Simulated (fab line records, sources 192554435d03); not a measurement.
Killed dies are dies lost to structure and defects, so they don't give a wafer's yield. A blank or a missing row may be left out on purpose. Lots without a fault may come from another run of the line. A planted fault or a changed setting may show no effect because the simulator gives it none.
Split-lot experiment | flow n5_finfet | 7 lots, 21 wafers read, on a route of 1938 steps

THE SPLIT
At N5_GATE_CUT_EXPOSE_10 (exposes mask GATE CUT, target cd 20 nm), the setting dose_mj was moved away from the recipe's 43.25 on 8 of the 21 wafers read, by -5.8% to +6.5%. The other wafers ran this setting at the recipe's value.

FROM THE SPLIT TO THE READING: what the file shows between them, 2 steps
- N5_GATE_CUT_PEB_11: peb time 60 s
- N5_GATE_CUT_DEVELOP_12: develop time 30 s

THE READING
cd_nm, in nm, at N5_GATE_CUT_CD_MEAS_13 (target cd 20 nm). Fault-free wafers of this fab line usually give 20.08 nm, standard deviation 0.26 nm.

wafer  | tool, chamber at the split | dose_mj as run | against the recipe | cd_nm, nm | against lot-mates on the recipe
L079.3 | euv_scanner-02, 0          | 43.25          | recipe             | 20.42     | -
L079.5 | euv_scanner-02, 0          | 46.07          | +6.5%              | 21.57     | +1.15
L079.6 | euv_scanner-02, 0          | 46.07          | +6.5%              | 21.55     | +1.13
L081.2 | euv_scanner-01, 0          | 42.35          | -2.1%              | 19.52     | -0.62
L081.4 | euv_scanner-01, 0          | 43.25          | recipe             | 20.03     | -
L081.6 | euv_scanner-01, 0          | 43.25          | recipe             | 20.25     | -
L087.2 | euv_scanner-01, 0          | 45.14          | +4.4%              | 20.84     | +0.69
L087.3 | euv_scanner-01, 0          | 43.25          | recipe             | 20.15     | -
L087.6 | euv_scanner-01, 0          | 45.14          | +4.4%              | 21.14     | +0.99
L090.1 | euv_scanner-01, 0          | 43.25          | recipe             | 20.03     | -
L090.2 | euv_scanner-01, 0          | 43.25          | recipe             | 19.73     | -
L090.6 | euv_scanner-01, 0          | 45.9           | +6.1%              | 21.04     | +1.16
L091.1 | euv_scanner-01, 0          | 43.25          | recipe             | 20.05     | -
L091.4 | euv_scanner-01, 0          | 43.25          | recipe             | 20.22     | -
L091.5 | euv_scanner-01, 0          | 43.25          | recipe             | 20.04     | -
L096.3 | euv_scanner-01, 0          | 43.25          | recipe             | 20.17     | -
L096.5 | euv_scanner-01, 0          | 43.25          | recipe             | 19.88     | -
L096.6 | euv_scanner-01, 0          | 43.25          | recipe             | 20.07     | -
L097.3 | euv_scanner-01, 0          | 43.25          | recipe             | 20.22     | -
L097.4 | euv_scanner-01, 0          | 40.76          | -5.8%              | 19.09     | -1.13
L097.5 | euv_scanner-01, 0          | 40.76          | -5.8%              | 19.06     | -1.16

THE FIT
A straight line over all 21 wafers: cd_nm changes by +0.197 nm for each +1% of dose_mj; r = +0.97; the points scatter about the line by 0.18 nm.
The same after taking each lot's own level away (the mean of its wafers on the recipe; 21 wafers): +0.191 nm for each +1%; r = +0.99; scatter 0.11 nm.
On that fit, the largest move of dose_mj shifts the reading by 1.2 nm.
The lots' own levels span 19.880 to 20.420 nm, that is 2.1 times the standard deviation above.
So the lot-to-lot level changes the slope little: the two slopes agree.
Check: with one of the wafers moved furthest among these (+6.5%) left out of the fit, the line predicts +1.24 nm for it against its lot-mates. It came out at +1.15 nm against them.

OTHER SPLITS ON THESE WAFERS
These wafers also went through other splits before the reading. Each is held against what the fit with the lots' levels taken away leaves over:
other split on the same wafers | wafers away from the commonest value | r with cd_nm (lot level and that fit taken away)
N5_DUMMY_GATE_COAT_34 spin_rpm | 6                                    | -0.21
N5_SD_EPI_N_COAT_33 spin_rpm   | 6                                    | -0.11
N5_SD_EPI_N_ETCH_35 time_s     | 4                                    | +0.02
N5_ILD0_CMP_03 down_force_psi  | 11                                   | +0.04
N5_SDB_ETCH_18 time_s          | 8                                    | -0.15
N5_SDB_ALD_29 ald_cycles       | 5                                    | +0.12

THE WHOLE CHAIN: every reading that the file lists as answering this split, in the file's order
step                   | what it does                                                       | reading                                                         | change (the file's fit)               | r (the file's)
N5_GATE_CUT_CD_MEAS_13 | target cd 20 nm                                                    | cd_nm                                                           | +0.191 nm for each +1% of the setting | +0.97
N5_GATE_CUT_DESCUM_18  | chemistry O2, time 7 s                                             | GATE_CUT.cd_nm (the simulator's own value, which no gauge read) | +0.19 nm for each +1% of the setting  | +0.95
N5_GATE_CUT_ETCH_28    | etches underlayer in N2/H2, target depth 13 nm, time 10.4 s        | GATE_CUT.cd_nm (the simulator's own value, which no gauge read) | +0.206 nm for each +1% of the setting | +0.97
N5_GATE_CUT_ETCH_36    | etches SiARC in CF4, target depth 13 nm, time 21.7 s               | GATE_CUT.cd_nm (the simulator's own value, which no gauge read) | +0.196 nm for each +1% of the setting | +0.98
N5_GATE_CUT_ETCH_37    | etches SOC in N2/H2, target depth 60 nm, overetch 12 nm, time 90 s | GATE_CUT.cd_nm (the simulator's own value, which no gauge read) | +0.185 nm for each +1% of the setting | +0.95

THE FILE'S OWN FIT
cd_nm changes by +0.191 nm for each +1% of dose_mj, r = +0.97.
